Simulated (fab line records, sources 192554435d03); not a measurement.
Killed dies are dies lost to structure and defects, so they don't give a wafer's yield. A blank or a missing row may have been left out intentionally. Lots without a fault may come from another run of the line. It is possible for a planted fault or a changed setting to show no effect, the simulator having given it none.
Lot-split experiment + flow n5 finfet + on a route of 1938 steps: 7 lots, 21 wafers read

## ABOUT THE SPLIT
At N5_FIN_SAQP_FIN_ETCH_36 (etches the open film in HBr/Cl2/O2, target depth 120 nm, time 50.4 s), the setting icp w was moved away from the recipe's 800 W on 8 of the 21 wafers read, by -12.6% to +17.8%. The other wafers ran this setting at the recipe's value.

## FROM THE SPLIT TO THE READING: what the file shows between them, 3 steps
- N5_FIN_SAQP_PRECLEAN_38: cleans in O3/DIW, time 45 s
- N5_FIN_SAQP_PRECLEAN_45: cleans in dHF, time 10 s
- N5_FIN_SAQP_SRD_39: time 30 s

## THE READING
trench depth nm, in nm, at N5_FIN_SAQP_OCD_MEAS_76. A value of 119.4 nm with a standard deviation of 2.3 nm is what fault-free wafers of this fab line usually give.

| wafer  | tool, chamber at the split | icp w as run, W | against the recipe | trench depth nm, nm | against lot-mates on the recipe |
|--------|----------------------------|-----------------|--------------------|---------------------|---------------------------------|
| L074.2 | rie si-01, 1,2             | 718.1           | -10.2%             | 110.9               | -9.9                            |
| L074.3 | rie si-01, 1,2             | 718.1           | -10.2%             | 114.0               | -6.8                            |
| L074.5 | rie si-01, 2               | 800             | recipe             | 120.8               | -                               |
| L081.1 | rie si-01, 2,1,3           | 800             | recipe             | 121.5               | -                               |
| L081.2 | rie si-01, 2,1,3           | 800             | recipe             | 117.0               | -                               |
| L081.4 | rie si-01, 2,1,3           | 800             | recipe             | 125.6               | -                               |
| L086.3 | rie si-03, 0,1             | 905.6           | +13.2%             | 125.9               | +7.1                            |
| L086.5 | rie si-03, 0               | 800             | recipe             | 118.8               | -                               |
| L086.6 | rie si-03, 0,1             | 905.6           | +13.2%             | 125.8               | +7.0                            |
| L087.3 | rie si-03, 0               | 699.4           | -12.6%             | 111.8               | -6.2                            |
| L087.4 | rie si-03, 1               | 800             | recipe             | 118.0               | -                               |
| L087.5 | rie si-03, 0               | 699.4           | -12.6%             | 111.8               | -6.2                            |
| L089.3 | rie si-06, 0,1             | 800             | recipe             | 119.5               | -                               |
| L089.4 | rie si-06, 2               | 853.5           | +6.7%              | 121.5               | +3.6                            |
| L089.6 | rie si-06, 0,1             | 800             | recipe             | 116.3               | -                               |
| L090.2 | rie si-06, 2,1,0           | 800             | recipe             | 116.0               | -                               |
| L090.3 | rie si-06, 2,1,0           | 800             | recipe             | 116.9               | -                               |
| L090.6 | rie si-06, 2,1,0           | 800             | recipe             | 120.4               | -                               |
| L093.3 | rie si-06, 0,2             | 800             | recipe             | 120.1               | -                               |
| L093.4 | rie si-06, 0,2             | 800             | recipe             | 118.6               | -                               |
| L093.6 | rie si-06, 0               | 942.7           | +17.8%             | 130.1               | +10.8                           |
The file does not say which wafer passed through which chamber wherever a row lists several chambers: such a row stands for several wafers.

FIT RESULTS
A straight line over all 21 wafers: trench depth nm changes by +0.575 nm for each +1% of icp w; r = +0.90; the points scatter about the line by 2.2 nm.
The same after taking each lot's own level away (the mean of its wafers on the recipe; 21 wafers): +0.59 nm for each +1%; r = +0.92; scatter 2 nm.
On that fit, the largest move of icp w shifts the reading by 11 nm.
Across the lots, their own levels run from 117.77 to 121.37 nm, a range of 1.6 times the standard deviation given above.
So the lot-to-lot level changes the slope little: the two slopes agree.
Check: +10.2 nm against its lot-mates is what the line predicts for one of the wafers moved furthest among these (+17.8%) when that wafer is left out of the fit. It came out at +10.8 nm against them.

## OTHER SPLITS APPLIED TO THESE WAFERS
Other splits were also applied to these wafers ahead of the reading. Each is held against what the fit with the lots' levels taken away leaves over:
| other split on the same wafers  | wafers away from the commonest value | r with trench depth nm (lot level and that fit taken away) |
|---------------------------------|--------------------------------------|------------------------------------------------------------|
| N5_ZERO_LAYER_EXPOSE_08 dose mj | 6                                    | -0.19                                                      |
| N5_ZERO_LAYER_DESCUM_16 time s  | 4                                    | -0.08                                                      |
| N5_FIN_SAQP_ALD_61 ald cycles   | 12                                   | -0.20                                                      |
| N5_FIN_SAQP_HM_DEP_03 time s    | 7                                    | -0.10                                                      |

## FILE'S OWN FIT
trench depth nm changes by +0.588 nm for each +1% of icp w, r = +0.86.
